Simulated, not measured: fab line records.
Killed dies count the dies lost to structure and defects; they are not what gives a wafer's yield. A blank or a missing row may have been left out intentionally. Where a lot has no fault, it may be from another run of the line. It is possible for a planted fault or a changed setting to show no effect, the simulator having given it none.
fab line records | flow nand-harc
[record] lots = 23 wafers = 69 last-day = 24
route steps=1159 shown A_STAIRCASE@549
lots that met no fault: from a run of the same line without faults
start-h: start of the lot's first displayed wafer, in hours after the record's first day | wait-h: hours from the lot's prior step to this one | " as in the row above | L1.1+2: several wafers, shown together as one row | - no value, or no start was given | * or withheld: withheld | < > ~ a bound
route shown NAME@n: names a module that has steps shown in the file, with the first one's number in the route | usual: mean and standard deviation over wafers with no fault | same: alike in all rows | chamber/n: place in a boat | sites: each site's reading | _std_site: their standard deviation | _edge_site: inner sites' mean taken away from outer sites' mean | radius-mm: for every site, how far away it sits from the centre of the wafer | mask NAME#n: copy n | behind: tool/chamber where the wafer was last shaped | hold: why the lot went on hold/how many hours it stayed there/how the hold came to an end | device: whichever transistor did not switch (one of n, p or np) | end of line: the route-end tests of the same wafers | a step given without rows: its recipe and nothing more | killed: the dies lost at the first sort to structure and to defects; this is not the yield of the wafer | map: shows each die of a wafer: x if killed, . if not, _ if none is there
set.NAME: the setting as run; set.NAME@STEP: as run at that earlier step | model.NAME: the simulator's own value behind a step, which no gauge read
the route's steps for a sample of lots (tables are steps, rows are wafers)
services: from which hour (start-h, from the record's first day; less than 0 if before it) a tool's chamber was out of use, for how many hours, and why
[[steps]]
[step NHARC_A_STAIRCASE_ETCH_13]
[recipe] target-depth-a = 1000 time-s = 40.5 ion-energy-ev = 400 c4f8-flow-sccm = 20 o2-flow-sccm = 10 ar-flow-sccm = withheld rf-w = 600 bias-w = 1000 chemistry = C4F8/O2
[usual] oes-product-au = 0.941/0.017 rf-fwd-power-W = 591/3.3 rf-vpp-V = 898/4.7
// columns lot.wafer tool chamber start-h wait-h oes-product-au rf-fwd-power-W rf-hours-counter-h rf-vpp-V
L074.1 rie-diel-11 1 - - 0.951 585 15 900
L074.3 " 3 " " 0.934 593 16 896
L074.5 " 2 " " 0.959 591 - 900
L076.2 rie-diel-11 1 - - 0.928 586 18 900
L076.5 " 1 " " 0.928 585 - 902
L076.6 " 2 " " 0.942 591 - 899
L077.3 rie-diel-11 0 - - 0.945 591 19 889
L077.4 " 1 " " 0.934 590 19 902
L077.6 " 3 " " 0.914 591 - 897
L075.4 rie-diel-11 3 - - 0.963 595 21 896
L075.1 " 0 " " 0.971 585 20 888
L075.6 " 1 " " 0.951 587 - 901
L078.3 rie-diel-11 0 - - 0.921 591 22 889
L078.2 " 1 " " 0.941 587 21 902
L078.6 " 2 " " 0.938 591 - 900
L080.3 rie-diel-07 3 - - 0.933 592 13 898
L080.1 " 2 " " 0.975 590 12 896
L080.5 " 3 " " 0.942 592 - 899
L081.3 rie-diel-11 0 - - 0.974 588 29 888
L081.2 " 1 " " 0.954 587 28 901
L081.4 " 2 " " 0.942 593 28 900
L082.2 rie-diel-11 0 - - 0.963 588 34 888
L082.3 " 1 " " 0.960 586 33 901
L082.5 " 2 " " 0.953 591 - 901
L083.1 rie-diel-11 3 - - 0.917 590 38 895
L083.6 " 3 " " 0.921 591 - 896
L083.5 " 0 " " 0.940 588 - 888
L086.3 rie-diel-07 2 - - 0.942 585 19 896
L086.5 " 0 " " 0.914 592 - 894
L086.6 " 1 " " 0.910 593 - 897
L084.2 rie-diel-13 1 - - 0.928 592 7 900
L084.3 " 2 " " 0.952 595 7 903
L084.5 " 1 " " 0.926 594 - 901
L088.1 rie-diel-13 3 - - 0.926 591 7 902
L088.6 " 1 " " 0.921 589 - 902
L088.5 " 2 " " 0.949 593 - 902
L085.3 rie-diel-11 2 - - 0.954 591 43 898
L085.1 " 0 " " 0.963 589 45 889
L085.4 " 1 " " 0.959 588 43 901
L087.2 rie-diel-11 1 - - 0.961 586 45 899
L087.1 " 3 " " 0.929 592 45 896
L087.6 " 1 " " 0.966 587 - 900
L089.2 rie-diel-11 0 - - 0.956 589 51 887
L089.6 " 3 " " 0.912 590 - 895
L089.5 " 0 " " 0.949 588 - 887
L090.1 rie-diel-11 1 - - 0.930 585 49 900
L090.2 " 2 " " 0.921 593 49 901
L090.6 " 3 " " 0.914 593 - 895
L091.1 rie-diel-07 1 - - 0.924 591 36 896
L091.4 " 2 " " 0.965 586 30 896
L091.3 " 3 " " 0.927 593 34 898
L093.4 rie-diel-11 2 - - 0.934 586 52 899
L093.3 " 0 " " 0.940 588 55 888
L093.5 " 2 " " 0.934 587 - 899
L092.4 rie-diel-13 2 - - 0.948 596 18 900
L092.2 " 0 " " 0.937 591 22 904
L092.5 " 2 " " 0.949 596 - 902
L095.3 rie-diel-07 2 - - 0.961 589 36 896
L095.2 " 3 " " 0.946 596 41 897
L095.5 " 2 " " 0.969 589 - 896
L096.4 rie-diel-13 0 - - 0.941 595 30 904
L096.1 " 2 " " 0.976 594 26 902
L096.3 " 3 " " 0.945 596 27 903
L094.1 rie-diel-07 2 - - 0.948 587 38 896
L094.4 " 0 " " 0.927 594 - 894
L094.5 " 2 " " 0.942 586 - 896
L097.3 rie-diel-13 0 - - 0.926 595 34 904
L097.2 " 3 " " 0.937 592 30 903
L097.6 " 0 " " 0.925 598 - 904
[step NHARC_A_STAIRCASE_TRIM_26]
[recipe] time-s = 211.2 o2-flow-sccm = 500 ar-flow-sccm = 0 bias-w = 0 chemistry = O2
[usual] drypump-motor-current-A = 5.9/0.34 oes-product-au = 1.003/0.013 rf-vpp-V = 58.0/0.9 showerhead-plenum-p-Torr = 3.60/0.12 throttle-valve-pct = 17.038/0.0094
// columns lot.wafer tool chamber start-h wait-h drypump-motor-current-A oes-product-au rf-hours-counter-h rf-vpp-V showerhead-plenum-p-Torr throttle-valve-pct
L074.1 rie-diel-13 2 - - 6.0 0.993 45 59.0 3.72 17.037
L074.3 " 0 " " 5.7 0.990 50 58.3 3.78 17.028
L074.5 " 2 " " 6.0 0.996 - 57.8 3.72 17.022
L076.2 rie-diel-07 0 - - 6.4 0.994 4 57.1 3.49 17.035
L076.6 " 3 " " 5.8 0.987 - 57.2 3.60 17.040
L076.5 " 0 " " 6.3 0.989 - 57.6 3.49 17.052
L077.3 rie-diel-11 3 - - 5.9 0.986 21 57.6 3.52 17.037
L077.4 " 0 " " 5.4 1.008 20 58.2 3.33 17.028
L077.6 " 3 " " 6.0 0.982 - 58.4 3.52 17.041
L075.1 rie-diel-11 1 - - 6.3 1.006 21 58.2 3.68 17.039
L075.4 " 2 " " 6.5 1.012 22 59.3 3.64 17.019
L075.6 " 3 " " 5.9 0.992 - 58.6 3.52 17.031
L078.3 rie-diel-13 2 - - 6.0 0.996 52 56.8 3.71 17.038
L078.2 " 1 " " 5.6 0.978 56 57.4 3.70 17.041
L078.6 " 2 " " 6.0 1.009 - 59.3 3.71 17.049
L080.1 rie-diel-07 3 - - 5.8 1.003 13 56.1 3.59 17.040
L080.3 " 0 " " 6.4 0.999 12 58.1 3.49 17.020
L080.5 " 3 " " 5.8 0.990 - 57.4 3.60 17.032
L081.2 rie-diel-11 1 - - 6.3 1.023 28 57.9 3.67 17.043
L081.4 " 2 " " 6.5 1.003 29 58.3 3.63 17.044
L081.3 " 3 " " 5.9 0.993 30 57.8 3.52 17.041
L082.2 rie-diel-11 2 - - 6.5 1.004 34 56.7 3.63 17.044
L082.3 " 1 " " 6.3 1.018 34 57.7 3.67 17.029
L082.5 " 0 " " 5.4 1.017 - 56.9 3.32 17.024
L083.1 rie-diel-11 0 - - 5.4 1.008 41 56.5 3.31 17.036
L083.5 " 0 " " 5.4 1.012 - 58.2 3.31 17.026
L083.6 " 1 " " 6.3 1.015 - 58.6 3.66 17.031
L086.3 rie-diel-07 2 - - 5.9 1.023 20 57.3 3.54 17.026
L086.5 " 0 " " 6.3 0.982 - 57.7 3.48 17.033
L086.6 " 1 " " 6.0 0.990 - 58.0 3.54 17.037
L084.2 rie-diel-07 1 - - 6.1 0.989 25 59.2 3.54 17.035
L084.3 " 2 " " 5.9 1.024 20 57.6 3.53 17.033
L084.5 " 3 " " 5.8 0.995 - 58.0 3.59 17.040
L088.1 rie-diel-13 1 - - 5.6 0.988 8 58.0 3.69 17.043
L088.5 " 0 " " 5.6 1.009 - 58.4 3.76 17.036
L088.6 " 1 " " 5.6 0.983 - 57.7 3.69 17.027
L085.1 rie-diel-13 3 - - 5.6 1.002 10 58.2 3.70 17.046
L085.3 " 0 " " 5.7 1.016 11 59.0 3.76 17.051
L085.4 " 1 " " 5.6 0.997 10 58.9 3.69 17.034
L087.1 rie-diel-11 0 - - 5.4 1.026 49 56.5 3.31 17.033
L087.2 " 1 " " 6.4 1.014 48 59.0 3.66 17.034
L087.6 " 3 " " 5.9 0.991 - 58.4 3.51 17.021
L089.2 rie-diel-13 1 - - 5.6 1.005 15 57.3 3.69 17.039
L089.5 " 0 " " 5.6 0.999 - 58.5 3.76 17.041
L089.6 " 1 " " 5.7 0.994 - 59.1 3.69 17.041
L090.2 rie-diel-11 1 - - 6.4 1.012 50 57.8 3.66 17.049
L090.1 " 3 " " 5.9 0.989 50 57.8 3.51 17.066
L090.6 " 2 " " 6.5 1.003 - 57.0 3.62 17.034
L093.4 rie-diel-11 3 - - 6.0 0.981 53 60.1 3.51 17.028
L093.3 " 0 " " 5.4 1.015 56 55.2 3.31 17.031
L093.5 " 2 " " 6.5 1.012 - 57.7 3.62 17.041
L091.1 rie-diel-07 2 - - 5.9 1.015 32 56.9 3.53 17.032
L091.4 " 3 " " 5.8 0.994 36 58.3 3.58 17.044
L091.3 " 1 " " 6.0 0.996 38 56.5 3.53 17.040
L092.4 rie-diel-11 2 - - 6.5 1.008 54 58.4 3.62 17.030
L092.2 " 0 " " 5.5 1.008 57 56.2 3.31 17.039
L092.5 " 2 " " 6.5 1.009 - 58.1 3.62 17.043
L095.3 rie-diel-13 1 - - 5.6 0.990 29 59.6 3.68 17.044
L095.2 " 2 " " 6.0 1.018 25 57.7 3.69 17.050
L095.5 " 0 " " 5.6 0.988 - 58.0 3.75 17.035
L096.3 rie-diel-11 1 - - 6.3 1.010 64 57.5 3.65 17.015
L096.1 " 3 " " 5.9 0.984 64 57.8 3.50 17.025
L096.4 " 0 " " 5.4 1.029 66 57.3 3.30 17.030
L094.4 rie-diel-13 0 - - 5.7 0.988 33 57.0 3.75 17.024
L094.1 " 3 " " 5.6 1.003 29 57.3 3.69 17.045
L094.5 " 1 " " 5.6 0.986 - 57.4 3.68 17.043
L097.2 rie-diel-13 3 - - 5.6 1.010 31 57.2 3.69 17.040
L097.3 " 1 " " 5.6 0.992 34 56.6 3.68 17.048
L097.6 " 3 " " 5.6 1.002 - 58.6 3.69 17.040
[step NHARC_A_STAIRCASE_DESCUM_186]
[recipe] time-s = 3 o2-flow-sccm = 200 ar-flow-sccm = 0 bias-power-w = 0 chemistry = O2
[usual] drypump-motor-current-A = 5.9/0.34 oes-product-au = 1.005/0.014 rf-vpp-V = 57.9/0.95 showerhead-plenum-p-Torr = 1.94/0.075 throttle-valve-pct = 11.311/0.0081
// columns lot.wafer tool chamber start-h wait-h drypump-motor-current-A oes-product-au rf-hours-counter-h rf-vpp-V showerhead-plenum-p-Torr throttle-valve-pct
L074.3 rie-diel-11 2 237.59 - 6.5 1.008 17 58.5 1.98 11.326
L074.1 " 1 " " 6.3 1.011 16 57.5 2.00 11.308
L074.5 " 2 " " 6.5 1.007 - 58.1 1.98 11.313
L076.2 rie-diel-13 3 249.06 - 5.6 1.003 48 58.9 2.02 11.328
L076.6 " 2 " " 6.0 1.008 - 58.5 2.02 11.304
L076.5 " 3 " " 5.6 1.010 - 57.5 2.02 11.303
L077.4 rie-diel-13 2 249.62 - 6.0 0.991 50 56.4 2.02 11.330
L077.3 " 3 " " 5.6 0.996 48 59.5 2.02 11.313
L077.6 " 2 " " 6.0 0.999 - 58.5 2.02 11.318
L075.4 rie-diel-07 3 253.03 - 5.8 1.001 7 57.7 1.95 11.306
L075.1 " 1 " " 6.0 1.013 6 57.8 1.92 11.303
L075.6 " 2 " " 5.8 1.013 - 56.9 1.92 11.307
L078.3 rie-diel-11 1 256.09 - 6.3 1.001 23 58.0 2.00 11.314
L078.2 " 3 " " 5.9 0.987 25 59.1 1.91 11.313
L078.6 " 1 " " 6.3 1.003 - 57.0 2.00 11.317
L080.3 rie-diel-11 2 271.16 - 6.5 1.015 30 59.0 1.97 11.310
L080.1 " 3 " " 5.9 0.986 31 57.6 1.91 11.313
L080.5 " 1 " " 6.3 1.027 - 58.0 2.00 11.328
L081.4 rie-diel-11 3 271.60 - 5.9 0.982 31 57.5 1.91 11.314
L081.2 " 0 " " 5.4 1.013 30 56.8 1.79 11.307
L081.3 " 1 " " 6.3 1.012 29 58.3 2.00 11.300
L082.2 rie-diel-11 3 285.24 - 5.9 0.990 34 57.3 1.91 11.307
L082.3 " 0 " " 5.4 1.024 35 57.5 1.79 11.309
L082.5 " 1 " " 6.3 1.012 - 58.1 1.99 11.333
L083.1 rie-diel-11 1 302.55 - 6.3 1.017 40 59.1 1.99 11.308
L083.5 " 1 " " 6.3 1.023 - 56.8 1.99 11.317
L083.6 " 2 " " 6.4 1.003 - 57.9 1.97 11.310
L086.3 rie-diel-07 2 315.60 - 5.9 1.018 20 56.4 1.92 11.319
L086.5 " 2 " " 5.9 1.036 - 56.1 1.92 11.305
L086.6 " 3 " " 5.8 1.003 - 57.9 1.95 11.311
L084.2 rie-diel-11 1 315.91 - 6.3 1.016 44 57.0 1.99 11.315
L084.3 " 0 " " 5.4 1.033 45 56.9 1.79 11.312
L084.5 " 1 " " 6.3 1.016 - 58.3 1.99 11.312
L088.1 rie-diel-07 2 316.30 - 5.9 1.024 20 58.3 1.92 11.319
L088.5 " 3 " " 5.8 0.989 - 57.7 1.95 11.321
L088.6 " 0 " " 6.3 0.984 - 58.1 1.88 11.309
L085.4 rie-diel-11 0 319.49 - 5.4 1.032 47 55.3 1.79 11.322
L085.3 " 1 " " 6.4 1.028 46 58.9 1.99 11.297
L085.1 " 2 " " 6.5 1.016 45 57.8 1.97 11.321
L087.1 rie-diel-13 0 324.36 - 5.6 1.013 15 59.4 2.05 11.309
L087.2 " 3 " " 5.6 0.985 13 57.8 2.01 11.320
L087.6 " 1 " " 5.6 0.994 - 59.1 2.01 11.315
L089.2 rie-diel-13 1 328.80 - 5.6 1.004 16 58.4 2.01 11.302
L089.6 " 3 " " 5.6 0.997 - 58.0 2.01 11.314
L089.5 " 0 " " 5.6 1.013 - 58.8 2.05 11.332
L090.1 rie-diel-11 0 328.89 - 5.4 1.023 52 57.1 1.79 11.317
L090.2 " 2 " " 6.5 0.995 50 57.5 1.97 11.315
L090.6 " 3 " " 5.9 0.990 - 58.5 1.90 11.313
L093.4 rie-diel-07 1 336.32 - 6.0 0.987 38 57.5 1.91 11.302
L093.3 " 2 " " 5.9 1.029 32 56.0 1.91 11.327
L093.5 " 2 " " 5.9 1.027 - 57.9 1.91 11.295
L091.1 rie-diel-11 3 337.84 - 5.9 0.984 54 57.7 1.90 11.314
L091.3 " 0 " " 5.4 1.027 57 58.0 1.78 11.310
L091.4 " 1 " " 6.3 1.026 55 58.3 1.99 11.311
L092.2 rie-diel-13 0 339.86 - 5.6 1.001 23 58.4 2.05 11.311
L092.4 " 3 " " 5.6 0.987 21 55.9 2.01 11.314
L092.5 " 1 " " 5.6 0.998 - 58.1 2.00 11.327
L095.2 rie-diel-13 1 362.99 - 5.6 1.009 29 58.9 2.00 11.324
L095.3 " 2 " " 6.0 1.030 26 59.9 2.01 11.307
L095.5 " 1 " " 5.6 0.995 - 58.4 2.00 11.310
L096.3 rie-diel-11 0 365.82 - 5.4 1.020 66 56.2 1.78 11.308
L096.4 " 1 " " 6.3 1.015 64 56.9 1.98 11.299
L096.1 " 2 " " 6.5 0.996 62 58.5 1.96 11.306
L094.1 rie-diel-07 1 372.16 - 6.1 1.006 46 58.2 1.91 11.303
L094.4 " 2 " " 5.9 1.028 - 59.0 1.91 11.311
L094.5 " 1 " " 6.0 0.990 - 58.4 1.91 11.303
L097.3 rie-diel-11 1 376.16 - 6.3 1.011 0 57.2 1.98 11.316
L097.2 " 2 " " 6.4 1.010 0 58.3 1.96 11.310
L097.6 " 0 " " 5.4 1.018 - 57.7 1.78 11.317
[step NHARC_A_STAIRCASE_ETCH_192]
[recipe] target-depth-a = 1000 time-s = 40.5 ion-energy-ev = 400 c4f8-flow-sccm = 20 o2-flow-sccm = 10 ar-flow-sccm = withheld rf-w = 600 bias-w = 1000 chemistry = C4F8/O2
[usual] oes-product-au = 0.944/0.014 rf-fwd-power-W = 591/3.5 rf-vpp-V = 898/4.8
// columns lot.wafer tool chamber start-h wait-h oes-product-au rf-fwd-power-W rf-hours-counter-h rf-vpp-V
L074.1 rie-diel-11 3 - - 0.939 591 18 896
L074.3 " 0 " " 0.961 590 17 888
L074.5 " 3 " " 0.938 591 - 897
L076.2 rie-diel-13 3 - - 0.933 591 49 903
L076.6 " 3 " " 0.943 592 - 905
L076.5 " 0 " " 0.916 595 - 905
L077.3 rie-diel-13 1 - - 0.929 591 55 901
L077.4 " 2 " " 0.933 591 50 902
L077.6 " 2 " " 0.931 592 - 903
L075.4 rie-diel-07 0 - - 0.932 596 7 894
L075.1 " 3 " " 0.930 593 8 898
L075.6 " 1 " " 0.943 594 - 897
L078.2 rie-diel-11 1 - - 0.943 585 24 903
L078.3 " 0 " " 0.944 588 25 888
L078.6 " 1 " " 0.935 584 - 901
L080.3 rie-diel-11 0 - - 0.932 586 30 888
L080.1 " 1 " " 0.922 587 30 901
L080.5 " 1 " " 0.931 586 - 902
L081.3 rie-diel-11 1 - - 0.960 584 30 902
L081.4 " 3 " " 0.924 590 32 895
L081.2 " 0 " " 0.949 586 31 888
L082.2 rie-diel-11 2 - - 0.951 593 35 898
L082.3 " 1 " " 0.969 588 35 901
L082.5 " 2 " " 0.939 593 - 900
L083.1 rie-diel-11 0 - - 0.963 588 41 887
L083.6 " 0 " " 0.954 589 - 889
L083.5 " 1 " " 0.956 590 - 901
L086.3 rie-diel-07 3 - - 0.941 590 26 898
L086.6 " 1 " " 0.934 593 - 896
L086.5 " 2 " " 0.961 587 - 896
L084.2 rie-diel-11 1 - - 0.945 585 44 900
L084.3 " 0 " " 0.953 588 46 888
L084.5 " 1 " " 0.946 583 - 901
L088.1 rie-diel-07 0 - - 0.924 597 26 893
L088.5 " 1 " " 0.927 591 - 896
L088.6 " 2 " " 0.969 585 - 897
L085.1 rie-diel-11 0 - - 0.946 588 49 887
L085.3 " 1 " " 0.948 586 47 901
L085.4 " 3 " " 0.913 593 47 895
L087.2 rie-diel-13 1 - - 0.938 590 14 901
L087.1 " 3 " " 0.942 595 14 902
L087.6 " 2 " " 0.954 594 - 902
L090.1 rie-diel-11 3 - - 0.927 593 50 895
L090.2 " 2 " " 0.949 593 50 899
L090.6 " 0 " " 0.959 589 - 886
L089.2 rie-diel-13 1 - - 0.946 590 18 901
L089.6 " 0 " " 0.946 597 - 905
L089.5 " 1 " " 0.940 593 - 902
L093.4 rie-diel-07 2 - - 0.969 587 32 895
L093.3 " 3 " " 0.945 595 36 899
L093.5 " 0 " " 0.940 594 - 893
L091.1 rie-diel-11 2 - - 0.944 588 55 901
L091.4 " 3 " " 0.916 588 55 896
L091.3 " 0 " " 0.963 585 58 889
L092.4 rie-diel-13 2 - - 0.958 592 19 901
L092.2 " 1 " " 0.937 592 21 901
L092.5 " 3 " " 0.941 587 - 902
L095.3 rie-diel-13 1 - - 0.932 590 30 900
L095.2 " 2 " " 0.961 596 26 902
L095.5 " 2 " " 0.960 598 - 902
L096.3 rie-diel-11 0 - - 0.983 588 66 887
L096.1 " 1 " " 0.961 586 65 900
L096.4 " 3 " " 0.935 595 64 894
L094.1 rie-diel-07 1 - - 0.935 593 47 895
L094.4 " 2 " " 0.963 588 - 897
L094.5 " 0 " " 0.950 596 - 895
L097.3 rie-diel-11 2 - - 0.944 590 0 898
L097.2 " 0 " " 0.960 587 0 888
L097.6 " 3 " " 0.965 590 - 895
[step NHARC_A_STAIRCASE_TRIM_196]
[recipe] time-s = 211.2 o2-flow-sccm = 500 ar-flow-sccm = 0 bias-w = 0 chemistry = O2
[usual] drypump-motor-current-A = 6.0/0.32 oes-product-au = 1.006/0.014 rf-vpp-V = 57.8/0.85 showerhead-plenum-p-Torr = 3.57/0.12 throttle-valve-pct = 17.037/0.0091
// columns lot.wafer tool chamber start-h wait-h drypump-motor-current-A oes-product-au rf-hours-counter-h rf-vpp-V showerhead-plenum-p-Torr throttle-valve-pct
L074.3 rie-diel-11 0 238.71 0.1 5.4 1.019 17 58.1 3.33 17.039
L074.1 " 3 " " 6.0 0.997 18 57.7 3.53 17.045
L074.5 " 1 " " 6.3 1.014 - 58.0 3.68 17.044
L076.2 rie-diel-11 1 250.41 0.1 6.3 1.016 20 57.7 3.68 17.029
L076.6 " 0 " " 5.4 1.015 - 56.3 3.32 17.036
L076.5 " 1 " " 6.4 1.013 - 58.1 3.68 17.039
L077.4 rie-diel-07 0 250.98 0.1 6.3 0.991 6 58.5 3.49 17.047
L077.3 " 1 " " 6.1 1.017 4 57.3 3.55 17.048
L077.6 " 2 " " 5.9 1.021 - 59.0 3.54 17.038
L075.4 rie-diel-11 0 254.34 0.1 5.4 1.010 23 56.3 3.32 17.054
L075.1 " 1 " " 6.3 1.018 23 57.3 3.67 17.048
L075.6 " 1 " " 6.3 1.012 - 57.8 3.67 17.035
L078.3 rie-diel-13 3 257.45 0.1 5.7 1.009 52 60.1 3.71 17.040
L078.2 " 1 " " 5.6 0.988 57 57.1 3.70 17.026
L078.6 " 2 " " 6.0 1.012 - 57.2 3.71 17.027
L080.1 rie-diel-11 0 272.93 0.1 5.4 1.020 31 56.5 3.32 17.024
L080.3 " 2 " " 6.5 1.005 31 58.1 3.63 17.039
L080.5 " 3 " " 5.9 0.990 - 59.4 3.52 17.033
L081.2 rie-diel-07 1 273.48 0.1 6.1 1.000 13 58.7 3.54 17.034
L081.3 " 3 " " 5.8 0.991 16 57.3 3.59 17.042
L081.4 " 3 " " 5.8 0.987 - 59.1 3.59 17.047
L082.2 rie-diel-11 3 286.52 0.1 5.9 0.985 34 57.2 3.52 17.033
L082.3 " 1 " " 6.3 1.021 35 57.5 3.67 17.031
L082.5 " 2 " " 6.5 0.999 - 57.2 3.63 17.051
L083.1 rie-diel-07 2 303.73 0.1 5.9 1.022 17 59.6 3.54 17.021
L083.5 " 3 " " 5.9 0.992 - 57.1 3.59 17.033
L083.6 " 0 " " 6.4 0.983 - 57.2 3.48 17.040
L086.3 rie-diel-07 2 316.79 0.1 5.9 1.037 21 57.7 3.53 17.058
L086.6 " 1 " " 6.1 0.992 - 58.7 3.54 17.021
L086.5 " 2 " " 5.9 1.030 - 57.5 3.53 17.031
L084.3 rie-diel-11 0 317.11 0.1 5.4 1.025 46 57.0 3.31 17.023
L084.2 " 3 " " 5.9 0.992 44 57.5 3.51 17.035
L084.5 " 0 " " 5.4 1.026 - 58.2 3.31 17.041
L088.1 rie-diel-11 0 317.63 0.1 5.4 1.023 46 57.5 3.31 17.039
L088.5 " 3 " " 5.9 0.990 - 56.7 3.51 17.036
L088.6 " 0 " " 5.4 1.028 - 56.4 3.31 17.021
L085.3 rie-diel-07 0 322.86 0.1 6.3 0.982 29 56.9 3.48 17.048
L085.4 " 1 " " 6.1 0.991 31 56.9 3.53 17.048
L085.1 " 2 " " 5.9 1.021 26 57.8 3.53 17.038
L087.1 rie-diel-13 3 325.62 0.1 5.6 0.994 14 58.2 3.70 17.035
L087.2 " 2 " " 6.0 1.022 13 58.3 3.70 17.043
L087.6 " 3 " " 5.6 0.991 - 59.0 3.70 17.038
L090.1 rie-diel-11 3 330.29 0.2 6.0 0.985 51 58.3 3.51 17.037
L090.2 " 1 " " 6.3 1.014 51 59.1 3.66 17.048
L090.6 " 3 " " 5.9 0.982 - 57.3 3.51 17.052
L089.2 rie-diel-07 2 331.67 0.1 5.9 1.019 30 59.3 3.53 17.031
L089.5 " 0 " " 6.3 0.992 - 57.5 3.47 17.053
L089.6 " 1 " " 6.1 0.986 - 57.8 3.53 17.036
L093.4 rie-diel-13 3 337.46 0.1 5.6 0.990 20 59.4 3.70 17.041
L093.3 " 1 " " 5.6 0.999 21 58.7 3.69 17.028
L093.5 " 3 " " 5.6 0.988 - 58.6 3.70 17.042
L091.1 rie-diel-07 3 339.13 0.1 5.8 0.996 37 57.4 3.58 17.029
L091.3 " 0 " " 6.4 1.005 37 56.4 3.47 17.041
L091.4 " 1 " " 6.1 0.996 39 57.6 3.53 17.039
L092.4 rie-diel-13 2 341.10 0.1 6.0 1.031 19 56.7 3.70 17.037
L092.2 " 3 " " 5.6 0.987 21 57.7 3.70 17.043
L092.5 " 2 " " 6.0 1.033 - 57.1 3.70 17.031
L095.2 rie-diel-13 2 364.17 0.1 6.0 1.021 26 57.5 3.69 17.034
L095.3 " 0 " " 5.7 1.003 31 57.4 3.75 17.047
L095.5 " 2 " " 6.0 1.027 - 58.2 3.69 17.032
L096.1 rie-diel-07 1 366.92 0.1 6.0 0.998 44 57.9 3.53 17.048
L096.3 " 2 " " 5.9 1.021 37 58.8 3.53 17.039
L096.4 " 2 " " 5.9 1.017 - 57.3 3.53 17.041
L094.1 rie-diel-07 0 373.90 0.1 6.3 0.999 46 58.6 3.47 17.031
L094.4 " 0 " " 6.3 1.004 - 57.4 3.47 17.041
L094.5 " 1 " " 6.1 0.991 - 55.8 3.53 17.036
L097.3 rie-diel-07 2 377.27 0.1 5.9 1.030 41 59.5 3.52 17.032
L097.2 " 3 " " 5.8 0.996 44 57.4 3.58 17.043
L097.6 " 2 " " 5.9 1.021 - 57.9 3.52 17.032
[step NHARC_A_STAIRCASE_ETCH_197]
[recipe] target-depth-a = 1000 time-s = 40.5 ion-energy-ev = 400 c4f8-flow-sccm = 20 o2-flow-sccm = 10 ar-flow-sccm = withheld rf-w = 600 bias-w = 1000 chemistry = C4F8/O2
[usual] oes-product-au = 0.954/0.02 rf-fwd-power-W = 592/3.1 rf-vpp-V = 898/4.1
// columns lot.wafer tool chamber start-h wait-h oes-product-au rf-fwd-power-W rf-hours-counter-h rf-vpp-V
L074.1 rie-diel-11 3 - - 0.941 593 18 894
L074.3 " 0 " " 0.944 589 17 888
L074.5 " 0 " " 0.947 592 - 889
L076.2 rie-diel-11 2 - - 0.931 588 21 899
L076.5 " 2 " " 0.944 588 - 899
L076.6 " 3 " " 0.916 594 - 897
L077.3 rie-diel-07 1 - - 0.987 595 4 896
L077.4 " 0 " " 0.963 595 6 897
L077.6 " 1 " " 0.979 596 - 897
L075.4 rie-diel-11 0 - - 0.961 589 23 889
L075.1 " 1 " " 0.962 588 23 901
L075.6 " 2 " " 0.949 589 - 899
L078.3 rie-diel-13 1 - - 0.914 588 58 902
L078.2 " 3 " " 0.935 591 52 902
L078.6 " 0 " " 0.912 593 - 905
L080.3 rie-diel-11 1 - - 0.959 589 30 901
L080.1 " 2 " " 0.952 592 31 900
L080.5 " 1 " " 0.952 592 - 901
L081.3 rie-diel-07 0 - - 0.965 595 14 894
L081.2 " 3 " " 0.962 594 16 898
L081.4 " 3 " " 0.954 592 - 899
L082.3 rie-diel-11 2 - - 0.950 591 36 900
L082.2 " 3 " " 0.935 590 35 896
L082.5 " 0 " " 0.970 587 - 887
L083.1 rie-diel-07 0 - - 0.955 596 22 895
L083.5 " 2 " " 0.998 586 - 896
L083.6 " 3 " " 0.967 594 - 898
L086.3 rie-diel-07 0 - - 0.930 595 26 896
L086.6 " 2 " " 0.952 587 - 895
L086.5 " 3 " " 0.944 592 - 899
L084.3 rie-diel-11 2 - - 0.953 592 44 898
L084.2 " 3 " " 0.945 593 44 895
L084.5 " 2 " " 0.958 594 - 901
L088.1 rie-diel-11 3 - - 0.950 590 44 895
L088.5 " 3 " " 0.938 590 - 897
L088.6 " 0 " " 0.961 589 - 888
L085.3 rie-diel-07 3 - - 0.947 593 30 898
L085.4 " 1 " " 0.943 598 31 898
L085.1 " 2 " " 0.967 586 26 896
L087.1 rie-diel-13 3 - - 0.933 592 15 902
L087.2 " 0 " " 0.940 599 16 903
L087.6 " 1 " " 0.945 592 - 903
L090.1 rie-diel-11 2 - - 0.944 590 51 899
L090.2 " 3 " " 0.919 595 51 893
L090.6 " 3 " " 0.921 593 - 894
L089.2 rie-diel-07 2 - - 0.986 590 30 895
L089.5 " 2 " " 0.985 588 - 896
L089.6 " 3 " " 0.959 595 - 898
L093.4 rie-diel-13 3 - - 0.959 592 20 901
L093.3 " 1 " " 0.978 590 21 900
L093.5 " 2 " " 0.987 594 - 901
L091.1 rie-diel-07 1 - - 0.979 595 39 896
L091.4 " 2 " " 0.995 590 33 897
L091.3 " 0 " " 0.988 593 37 892
L092.2 rie-diel-13 1 - - 0.925 590 22 902
L092.4 " 0 " " 0.936 594 23 904
L092.5 " 1 " " 0.929 586 - 900
L095.2 rie-diel-13 0 - - 0.946 596 31 904
L095.3 " 2 " " 0.956 595 26 902
L095.5 " 1 " " 0.925 588 - 901
L096.3 rie-diel-07 1 - - 0.962 594 44 896
L096.1 " 0 " " 0.967 594 43 895
L096.4 " 1 " " 0.961 594 - 895
L094.1 rie-diel-07 1 - - 0.948 594 47 896
L094.4 " 0 " " 0.946 592 - 895
L094.5 " 1 " " 0.944 591 - 896
L097.3 rie-diel-07 3 - - 0.963 591 44 898
L097.2 " 0 " " 0.984 595 48 893
L097.6 " 1 " " 0.971 595 - 897
[[services]]
// columns tool chamber start-h hours kind
rie-diel-11 0 223.20 - clean
rie-diel-11 1 223.20 - clean
rie-diel-11 2 223.20 - clean
rie-diel-11 3 223.20 - clean
rie-diel-07 - 228.27 9.0 pm
rie-diel-11 0 247.75 - clean
rie-diel-11 1 247.75 - clean
rie-diel-11 2 247.75 - clean
rie-diel-11 3 247.75 - clean
rie-diel-07 2 268.97 15.6 repair
rie-diel-11 0 272.31 - clean
rie-diel-11 1 272.31 - clean
rie-diel-11 2 272.31 - clean
rie-diel-11 3 272.31 - clean
rie-diel-13 - 276.32 9.0 pm
rie-diel-11 3 279.07 6.1 repair
rie-diel-11 0 297.30 - clean
rie-diel-11 1 297.30 - clean
rie-diel-11 2 297.30 - clean
rie-diel-11 3 297.30 - clean
rie-diel-13 - 315.34 0.5 repair
rie-diel-11 0 321.80 - clean
rie-diel-11 1 321.80 - clean
rie-diel-11 - 366.68 9.0 pm
[[key]]
fault none
